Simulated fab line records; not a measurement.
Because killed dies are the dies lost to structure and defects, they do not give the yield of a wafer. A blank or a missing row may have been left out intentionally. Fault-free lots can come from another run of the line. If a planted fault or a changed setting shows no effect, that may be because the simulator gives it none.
3 desks, one fault | flow nand-harc | what lay behind the numbers comes last; until then each desk has only its own

== THE TOOL OWNER'S DESK: cmp-01 ==
The tool's own readings at NHARC_A_DECK1_JOINT_CMP_13 (polishes, target thk 51.023 nm): means of the sampled wafers that have a number, for each lot that ran on this tool. A lot is out of limits, marked OUT, if its mean lies more than 4 standard deviations from the usual mean; the brackets give that distance.
Columns: A = edge-zone-pressure-frac at NHARC_A_DECK1_JOINT_CMP_13, usual 1.000; B = motor-current-A at NHARC_A_DECK1_JOINT_CMP_13, usual 11.6 A; C = time-to-endpoint-s at NHARC_A_DECK1_JOINT_CMP_13, usual 8.6 s
lot  | first seen here | A     | B    | C
L734 | day 11 14:02    | 1.002 | 12.2 | 9.3
L743 | day 15 04:19    | 0.997 | 12.8 | 18.4
L753 | day 19 05:08    | 0.996 | 11.5 | 7.7
This desk's finding: nothing out of limits on any of the 3 lots.

== THE DEFECT DESK ==
Inspection counts along the route, by lot: the mean over sampled wafers that carry a number. A lot is out of limits, marked OUT, if its mean lies more than 4 standard deviations from the usual mean; the brackets give that distance.
Columns: A = raw-defect-count at NHARC_A_CHANNEL_FILL_D1_INSPECT_13, usual 325
lot  | first seen here | A
L734 | day 10 23:57    | 499
L735 | day 10 23:57    | 163
L743 | day 14 18:07    | 313
L753 | day 18 18:44    | 637
L755 | day 19 15:35    | 346
This desk's finding: nothing out of limits on any of the 5 lots.

== THE METROLOGY DESK ==
What the gauges read for every lot (on any tool): the sampled wafers with a number, averaged. A lot is out of limits, marked OUT, if its mean lies more than 4 standard deviations from the usual mean; the brackets give that distance.
Columns: A = thk-nm at NHARC_A_DECK1_JOINT_THK_MEAS_14, usual 50.8 nm
lot  | first seen here | A
L734 | day 11 14:16    | 51.5
L735 | day 11 14:16    | 50.8
L743 | day 15 04:32    | 52.3
L753 | day 19 05:23    | 51.4
L755 | day 20 02:13    | 49.9
This desk's finding: nothing out of limits on any of the 5 lots.

== TAKEN TOGETHER ==
The tool owner's desk saw nothing out of limits.
The defect desk saw nothing out of limits.
The metrology desk saw nothing out of limits.

== WHAT HAD BEEN PUT IN BY THE SIMULATOR ==
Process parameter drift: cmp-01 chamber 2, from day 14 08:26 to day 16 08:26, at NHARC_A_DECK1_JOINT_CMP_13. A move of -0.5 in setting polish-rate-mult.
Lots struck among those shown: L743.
